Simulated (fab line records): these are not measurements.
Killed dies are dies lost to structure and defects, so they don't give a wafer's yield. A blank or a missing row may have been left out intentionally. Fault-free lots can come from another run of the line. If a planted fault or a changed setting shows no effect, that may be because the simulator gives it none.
Split-lot study -- flow n5_finfet -- route with 1938 steps; 7 lots, 39 wafers read

## THE SPLIT
At N5_BEOL_M14_ILD_DEP_00 (deposits SiO2 from TEOS/O2, target thk 1119.3 nm, time 237.4 s), the setting time_s was moved away from the recipe's 237.4 s on 12 of the 39 wafers read, by -37.3% to +54.5%. All remaining wafers had this setting at the recipe value.

The file shows no step between the split and the reading.

## THE READING
At N5_BEOL_M14_THK_MEAS_01: M14_ILD_THK, given in nm. A value of 1126 nm with a standard deviation of 16 nm is what fault-free wafers of this fab line usually give.

wafer,"tool, chamber at the split","time_s as run, s",against the recipe,"M14_ILD_THK, nm",against lot-mates on the recipe
L081.1,"pecvd-01, 0",237.4,recipe,1100,-
L081.2,"pecvd-01, 1",237.4,recipe,1098,-
L081.3,"pecvd-01, 2",293,+23.4%,1359,+252
L081.4,"pecvd-01, 1",237.4,recipe,1124,-
L081.5,"pecvd-01, 2",293,+23.4%,1386,+279
L081.6,"pecvd-01, 0",293,+23.4%,1387,+280
L086.1,"pecvd-01, 2",237.4,recipe,1123,-
L086.2,"pecvd-01, 1",366.9,+54.5%,1718,+586
L086.3,"pecvd-01, 0",237.4,recipe,1124,-
L086.4,"pecvd-01, 0",366.9,+54.5%,1751,+619
L086.5,"pecvd-01, 1",366.9,+54.5%,1730,+598
L086.6,"pecvd-01, 2",237.4,recipe,1150,-
L090.1,"pecvd-04, 2",237.4,recipe,1104,-
L090.2,"pecvd-04, 0",237.4,recipe,1113,-
L090.3,"pecvd-04, 2,0",237.4,recipe,1118,-
L090.4,"pecvd-04, 0",237.4,recipe,1129,-
L090.5,"pecvd-04, 2,0",237.4,recipe,1116,-
L090.6,"pecvd-04, 2",237.4,recipe,1115,-
L092.1,"pecvd-04, 2",237.4,recipe,1113,-
L092.3,"pecvd-04, 2",237.4,recipe,1126,-
L092.4,"pecvd-04, 2",237.4,recipe,1121,-
L095.1,"pecvd-01, 1",306.6,+29.1%,1428,+294
L095.2,"pecvd-01, 2",237.4,recipe,1129,-
L095.3,"pecvd-01, 0",306.6,+29.1%,1427,+293
L095.4,"pecvd-01, 2",306.6,+29.1%,1472,+338
L095.5,"pecvd-01, 0,1",237.4,recipe,1137,-
L095.6,"pecvd-01, 0,1",237.4,recipe,1137,-
L096.1,"pecvd-04, 2",237.4,recipe,1106,-
L096.2,"pecvd-04, 0",237.4,recipe,1113,-
L096.3,"pecvd-04, 1,2",237.4,recipe,1131,-
L096.4,"pecvd-04, 1,2",237.4,recipe,1131,-
L096.5,"pecvd-04, 0",237.4,recipe,1136,-
L096.6,"pecvd-04, 1",237.4,recipe,1160,-
L097.1,"pecvd-01, 1",148.9,-37.3%,714,-429
L097.2,"pecvd-01, 0",237.4,recipe,1133,-
L097.3,"pecvd-01, 2",148.9,-37.3%,725,-418
L097.4,"pecvd-01, 1",237.4,recipe,1152,-
L097.5,"pecvd-01, 2",148.9,-37.3%,735,-408
L097.6,"pecvd-01, 0",237.4,recipe,1143,-
If several chambers appear in one row, that row covers several wafers at once and the file leaves open which wafer was in which chamber.

THE FIT
A straight line over all 39 wafers: M14_ILD_THK changes by +11 nm for each +1% of time_s; r = +1.00; the points scatter about the line by 16 nm.
The same after taking each lot's own level away (the mean of its wafers on the recipe; 39 wafers): +11.1 nm for each +1%; r = +1.00; scatter 14 nm.
On that fit, the largest move of time_s shifts the reading by 6e+02 nm.
The span of the lots' own levels, 1107.3 to 1142.7 nm, comes to 2.2 times the standard deviation stated above.
Hence the lot-to-lot level has little effect on the slope; both slopes agree.
Check: for one of the wafers moved furthest among these (+54.5%), held out of the fit, the line's prediction against its lot-mates is +606 nm. It came out at +586 nm against them.

## OTHER SPLITS ON THESE WAFERS
Other splits were also applied to these wafers ahead of the reading. Each is held against what the fit with the lots' levels taken away leaves over:
other split on the same wafers,wafers away from the commonest value,r with M14_ILD_THK (lot level and that fit taken away)
N5_BEOL_M5_HM_DEP_02 target_thk_a,12,+0.01
N5_BEOL_M6_ETCH_62 time_s,18,+0.04
N5_BEOL_M12_DEP_53 target_thk_a,12,+0.09

## THE WHOLE CHAIN: every reading that the file lists as answering this split, in the file's order
step,what it does,reading,change (the file's fit),r (the file's)
N5_BEOL_M14_ILD_DEP_00,"deposits SiO2 from TEOS/O2, target thk 1119.3 nm, time 237.4 s","SiO2_of_BEOL_M14_ILD_DEP_00.thk_nm (the simulator's own value, which no gauge read)",+11 nm for each +1% of the setting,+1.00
N5_BEOL_M14_THK_MEAS_01,,M14_ILD_THK,+11 for each +1% of the setting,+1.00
N5_BEOL_M14_VIA_ETCH_16,"etches SiO2 in C4F8/O2/Ar, target depth 1231.3 nm","etch.depth_nm (the simulator's own value, which no gauge read)",+11 nm for each +1% of the setting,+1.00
N5_BEOL_M14_VIA_ETCH_16,"etches SiO2 in C4F8/O2/Ar, target depth 1231.3 nm","coat_of_BEOL_M14_COAT_04.thk_nm (the simulator's own value, which no gauge read)",-2.65 nm for each +1% of the setting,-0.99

## THE FILE'S OWN FIT
M14_ILD_THK changes by +11 nm for each +1% of time_s, r = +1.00.
